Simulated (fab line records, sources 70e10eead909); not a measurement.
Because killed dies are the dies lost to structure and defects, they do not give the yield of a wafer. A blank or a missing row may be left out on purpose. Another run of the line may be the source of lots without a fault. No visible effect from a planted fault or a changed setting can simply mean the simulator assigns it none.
Struck lot and sound lot, side by side || flow nand_harc || 14 steps out of a route of 1302
Sound: wafers L939.2, L939.5, L939.6. Wafers struck: L936.2, L936.4, L936.6. Last of all comes the cause.
Order at every step that has rows: each side's tool, ch and its chambers, its first start. Under that, the readings that differ: sound wafers || struck wafers || difference of the means || sigmas: that difference in standard deviations of wafers without a fault.
alike: words and numbers the same on both sides, and readings whose means are apart by under 2 such deviations; not compared: readings that were withheld, readings missing a value for some wafer, numbers with overlapping values and no deviation given by the record, and bounds like >300 which may hide the same value.
Wherever a step has rows on one side only, a row that says differs or no value, or a row with sigmas, the two part there. Numbers that don't overlap but have no deviation are shown without sigmas and don't part them. Lack of a reading on every wafer of one side parts them only where that side has two or more wafers.

NHARC_P_M2_PRE_CLEAN_32: time 12 s.
  sound on pecvd-04 ch 1,2, day 15 03:07; struck on pecvd-03 ch 1,2, day 13 15:26
  alike: heater_power_w
NHARC_P_M2_DEP_33: deposits SiCN, target thk 30 nm.
  sound on pecvd-04 ch 1,2, day 15 03:11; struck on pecvd-03 ch 1,2, day 13 15:31
  alike: heater_power_w
NHARC_P_BONDPAD_DEP_00: deposits SiCN, target thk 250 nm.
  sound on pecvd-03 ch 0,1,2, day 15 03:41; struck on pecvd-02 ch 0,1, day 13 15:55
  alike: heater_power_w
NHARC_P_BONDPAD_CMP_32: polishes SiCN, target thk 200 nm.
  sound on cmp-01 ch 1,2,3, day 15 04:04; struck on cmp-03 ch 0,2,3, day 13 16:28
{"reading": "retaining_ring_pressure_frac", "sound": "1.007 0.998 1.015", "struck": "1.001 0.998 0.991", "difference": -0.010, "sigmas": -2}
  alike: motor_current_A
NHARC_P_BONDPAD_THK_MEAS_33: measures by ellipsometry.
  struck on film_metro-02, day 13 16:43; sound on film_metro-01, day 15 04:16
  alike: thk_nm
then, 7 steps without rows for these wafers: NHARC_P_BONDPAD_SRD_34; NHARC_P_BONDPAD_DEHYDRATE_01 (time 120 s); NHARC_P_BONDPAD_HMDS_02 (time 30 s); NHARC_P_BONDPAD_COAT_36 (time 65 s); NHARC_P_BONDPAD_COAT_03 (resist thk 600 nm); NHARC_P_BONDPAD_SOFTBAKE_04 (time 70 s); NHARC_P_BONDPAD_EBR_05.
NHARC_P_BONDPAD_EXPOSE_06: exposes mask P BPAD.
  struck on krf_scanner-02, day 13 17:00; sound on krf_scanner-02 ch 0, day 15 04:41
  no value came back on the struck wafers for exposure_dose_mJ_cm2, focus_offset_nm (nm), na; on the sound wafers exposure_dose_mJ_cm2 reads 37.06 37.06 37.05
  alike: mask
then, 1 step without rows for these wafers: NHARC_P_BONDPAD_PEB_07 (peb time 80 s).

== WHERE THEY PART ==
First at NHARC_P_BONDPAD_CMP_32; last, within this record, at NHARC_P_BONDPAD_EXPOSE_06.

WHY: the cause the simulator had injected
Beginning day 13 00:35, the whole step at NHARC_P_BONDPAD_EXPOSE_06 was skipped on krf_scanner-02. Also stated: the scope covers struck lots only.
